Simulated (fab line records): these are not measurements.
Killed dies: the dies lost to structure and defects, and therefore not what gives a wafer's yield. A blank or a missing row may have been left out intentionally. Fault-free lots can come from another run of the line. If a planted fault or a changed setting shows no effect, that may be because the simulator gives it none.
The same fault as seen by 2 desks || flow n5 finfet || only its own numbers are on each desk; what lay behind them is given at the end

## FROM THE METROLOGY DESK
What the gauges read, lot by lot, whatever tool the lot ran on: means of the sampled wafers that have a number. A lot is out of limits, marked OUT, if its mean lies more than 4 standard deviations from the usual mean; the brackets give that distance. It has 23 readings; the 7 that lie furthest out on some lot are the ones shown.
Columns: A = COMB_M11 at N5_BEOL_M15_RC_MEAS_101, usual 1.42e-11 S/m; B = COMB_M6 at N5_BEOL_M15_RC_MEAS_101, usual 2.4e-11 S/m; C = SERP_M10 at N5_BEOL_M15_RC_MEAS_101, usual 3.10 ohm/um; D = SERP_M12 at N5_BEOL_M15_RC_MEAS_101, usual 0.637 ohm/um; E = SERP_M5 at N5_BEOL_M15_RC_MEAS_101, usual 39.1 ohm/um; F = SERP_M8 at N5_BEOL_M15_RC_MEAS_101, usual 13.8 ohm/um; G = SERP_M9 at N5_BEOL_M15_RC_MEAS_101, usual 3.07 ohm/um
{"lot": "L206", "first seen here": "day 12 14:18", "A": 1.29e-11, "B": 2.3e-11, "C": 3.09, "D": 0.638, "E": 41.2, "F": 13.9, "G": 3.06}
{"lot": "L207", "first seen here": "day 12 21:29", "A": 1.59e-11, "B": 2.5e-11, "C": 2.99, "D": 0.630, "E": 38.8, "F": 13.7, "G": 2.99}
{"lot": "L211", "first seen here": "day 14 00:38", "A": 1.57e-11, "B": 2.6e-11, "C": 3.14, "D": 0.629, "E": 38.8, "F": 14.3, "G": 2.99}
{"lot": "L212", "first seen here": "day 14 06:17", "A": 1.35e-11, "B": 2.4e-11, "C": 3.10, "D": 0.630, "E": 35.6, "F": 13.5, "G": 3.11}
{"lot": "L213", "first seen here": "day 14 08:07", "A": 1.22e-11, "B": 2.0e-11, "C": 3.07, "D": 0.630, "E": 37.2, "F": 13.6, "G": 3.04}
{"lot": "L214", "first seen here": "day 15 02:05", "A": 1.58e-11, "B": 3.1e-11, "C": 3.14, "D": 0.632, "E": 37.4, "F": 14.5, "G": 3.07}
{"lot": "L217", "first seen here": "day 15 19:22", "A": 1.94e-11, "B": 2.8e-11, "C": 3.17, "D": 0.643, "E": 39.5, "F": 13.7, "G": 3.12}
{"lot": "L222", "first seen here": "day 16 09:56", "A": 1.28e-11, "B": 2.0e-11, "C": 3.10, "D": 0.615, "E": 40.1, "F": 13.5, "G": 3.23}
{"lot": "L221", "first seen here": "day 16 15:25", "A": 1.59e-11, "B": 2.1e-11, "C": 3.11, "D": 0.639, "E": 41.3, "F": 14.6, "G": 3.07}
This desk's verdict: no lot among the 9 shows anything out of limits.

## DESK OF THE TOOL OWNER: rie diel-05
The tool's own readings at N5_BEOL_M4_ETCH_70 (etches SOC in N2/H2, target depth 80 nm, overetch 24 nm, time 130 s): means of the sampled wafers that have a number, for each lot that ran on this tool. A lot is out of limits, marked OUT, if its mean lies more than 4 standard deviations from the usual mean; the brackets give that distance.
Columns: A = chamber pressure mTorr at N5_BEOL_M4_ETCH_70, usual 30.005 mTorr; B = drypump motor current A at N5_BEOL_M4_ETCH_70, usual 5.6 A; C = oes product au at N5_BEOL_M4_ETCH_70, usual 0.59 a.u.; D = rf vpp V at N5_BEOL_M4_ETCH_70, usual 524.1 V; E = showerhead plenum p Torr at N5_BEOL_M4_ETCH_70, usual 2.55 Torr; F = temp c at N5_BEOL_M4_ETCH_70, usual 40.00 C; G = throttle valve pct at N5_BEOL_M4_ETCH_70, usual 17.71 %
{"lot": "L206", "first seen here": "day 8 11:47", "A": 30.003, "B": 5.8, "C": 0.52, "D": 525.4, "E": 2.58, "F": 40.04, "G": 17.43}
{"lot": "L207", "first seen here": "day 9 01:09", "A": 30.016, "B": 5.7, "C": 0.58, "D": 525.2, "E": 2.58, "F": 39.95, "G": 17.49}
{"lot": "L211", "first seen here": "day 9 19:36", "A": 30.031, "B": 5.8, "C": 0.51, "D": 525.1, "E": 2.58, "F": 40.11, "G": 17.44}
{"lot": "L212", "first seen here": "day 10 00:31", "A": 30.018, "B": 5.6, "C": 0.61, "D": 525.4, "E": 2.61, "F": 40.06, "G": 17.64}
{"lot": "L214", "first seen here": "day 11 06:36", "A": 30.022, "B": 5.7, "C": 0.55, "D": 526.0, "E": 2.60, "F": 40.12, "G": 17.61}
This desk's verdict: no lot among the 5 shows anything out of limits.

## ALL TOGETHER
Metrology desk: nothing out of limits seen.
The tool owner's desk saw nothing out of limits.

## WHAT HAD BEEN PUT IN BY THE SIMULATOR
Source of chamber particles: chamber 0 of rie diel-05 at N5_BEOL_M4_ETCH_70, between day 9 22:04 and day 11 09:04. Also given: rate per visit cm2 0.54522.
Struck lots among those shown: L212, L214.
